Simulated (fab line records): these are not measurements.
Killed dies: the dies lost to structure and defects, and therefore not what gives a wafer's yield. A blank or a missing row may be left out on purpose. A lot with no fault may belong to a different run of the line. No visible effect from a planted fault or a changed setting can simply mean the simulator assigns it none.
A struck lot beside a sound one || flow n5-finfet || 34 steps out of a route of 1938
Sound: wafers L816.2, L816.5, L816.6. Struck: wafers L828.5, L828.6. (L828.3 of the same lot was not struck and is left out.) The cause comes at the end.
For every step that has rows: the tool of each side, followed by ch and its chambers, followed by its first start. Under that, the readings that differ: sound wafers || struck wafers || difference of the means || sigmas: that difference in standard deviations of wafers without a fault.
alike: readings with means less than 2 such deviations apart, plus words and numbers identical on both sides. not compared: withheld readings, readings lacking a value on some wafer, bounds such as >300 that could conceal the same value, and numbers that have no deviation in the record and whose values overlap.
The two part at a step that has a row with sigmas, a row that says differs or no value, or rows on one side only. When numbers do not overlap yet have no deviation, they are printed without sigmas and do not part them. A reading that every wafer of one side lacks parts them only if that side has two wafers or more.

first, 9 steps without rows for these wafers: N5_BEOL_M1_ILD_DEP_00 (deposits SiOC from DEMS/O2, target thk 79 nm, time 15.3 s); N5_BEOL_M1_PECVD_72 (deposits SiO2 from TEOS/O2, target thk 16 nm, time 18 s); N5_BEOL_M1_HM_DEP_02 (deposits TiN, target thk 20 nm); N5_BEOL_M1_COAT_61 (time 60 s, resist thk 60 nm); N5_BEOL_M1_COAT_62 (time 60 s, resist thk 12 nm); N5_BEOL_M1_COAT_73 (time 60 s, resist thk 5 nm); N5_BEOL_M1_COAT_05 (resist thk 30 nm); N5_BEOL_M1_EBR_07; N5_BEOL_M1_SOFTBAKE_06 (time 60 s).
N5_BEOL_M1_EXPOSE_08: exposes mask M1.
  sound on euv-scanner-02 ch 0, day 6 17:54; struck on euv-scanner-01 ch 0, day 9 12:36
{"reading": "focus-offset-nm (nm)", "sound": "-0.7 -0.9 -0.9", "struck": "0.5 0.5", "difference": "+1.3", "sigmas": "+3"}
  alike: mask, stage-msd-nm
then, 3 steps without rows for these wafers: N5_BEOL_M1_PEB_09 (peb time 60 s); N5_BEOL_M1_DEVELOP_10 (develop time 30 s); N5_BEOL_M1_DESCUM_16 (chemistry O2, time 7 s).
N5_BEOL_M1_ETCH_74: etches underlayer in N2/H2, target depth 6.5 nm, time 5.2 s.
  sound on rie-diel-04 ch 0,1,2, day 6 18:11; struck on rie-diel-05 ch 1,2, day 9 12:52
  alike: chamber-pressure-mTorr, drypump-motor-current-A, etch-rf-on-time-s, h2-flow-sccm, oes-product-au, rf-vpp-V, showerhead-plenum-p-Torr, throttle-valve-pct
  not compared: rf-hours-counter-h, model.BEOL_M1.cd-offset-nm
N5_BEOL_M1_ETCH_63: etches SiARC in CF4, target depth 15.6 nm, time 26 s.
  sound on rie-diel-04 ch 0,1,2, day 6 18:13; struck on rie-diel-05 ch 1,2, day 9 12:53
{"reading": "chamber-pressure-mTorr (mTorr)", "sound": "39.88 39.97 39.94", "struck": "39.99 40.04", "difference": "+0.09", "sigmas": "+2"}
  alike: drypump-motor-current-A, etch-rf-on-time-s, oes-product-au, rf-vpp-V, showerhead-plenum-p-Torr, throttle-valve-pct
  not compared: rf-hours-counter-h, model.BEOL_M1.cd-offset-nm
then, 17 steps without rows for these wafers: N5_BEOL_M1_ETCH_64 (etches SOC in N2/H2, target depth 75 nm, overetch 15 nm, time 112.5 s); N5_BEOL_M1_STRIP_65 (strips in N2/H2); N5_BEOL_M1_STRIP_75 (strips in N2/H2); N5_BEOL_M1_STRIP_66 (strips in CF4); N5_BEOL_M1_HM_OPEN_17 (chemistry Cl2/BCl3, target TiN, target depth 20 nm, overetch 6 nm); N5_BEOL_M1_STRIP_19 (strips in O2); N5_BEOL_M1_COAT_67 (time 60 s, resist thk 60 nm); N5_BEOL_M1_COAT_68 (time 60 s, resist thk 12 nm); N5_BEOL_M1_COAT_76 (time 60 s, resist thk 5 nm); N5_BEOL_M1_COAT_22 (resist thk 30 nm); N5_BEOL_M1_EBR_24; N5_BEOL_M1_SOFTBAKE_23 (time 60 s); N5_BEOL_M1_EXPOSE_25 (exposes mask V0, defocus 5 nm, target cd 24 nm); N5_BEOL_M1_PEB_26 (peb time 60 s); N5_BEOL_M1_DEVELOP_27 (develop time 30 s); N5_BEOL_M1_DESCUM_33 (chemistry O2, time 7 s); N5_BEOL_M1_ETCH_77 (etches underlayer in N2/H2, target depth 6.5 nm, time 5.2 s).
N5_BEOL_M4_RC_MEAS_101:
  sound on prober-01 ch 0, day 8 05:54; struck on prober-02 ch 0, day 11 04:13
  alike: DIBL_N, DIBL_P, IOFF_N, IOFF_P, ION_N, ION_P, SS_N, SS_P, VT_N, VT_P
-- the record jumps here: 4 days lie between the struck wafers' starts before and after (it left off in module BEOL_M4 and takes up again in module PASSIVATION, whose first step shown is number 1936 of the route) --
N5_PASSIVATION_PROBE_49:
  rows exist in the record for the struck wafers here (prober-02, day 15 15:37), but not for the sound ones

WHERE THEY PART
First at N5_BEOL_M1_EXPOSE_08; last, within this record, at N5_PASSIVATION_PROBE_49.

WHY: what had been put in by the simulator
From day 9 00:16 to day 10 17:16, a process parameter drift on euv-scanner-01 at N5_BEOL_M1_EXPOSE_08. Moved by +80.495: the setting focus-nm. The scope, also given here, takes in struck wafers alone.
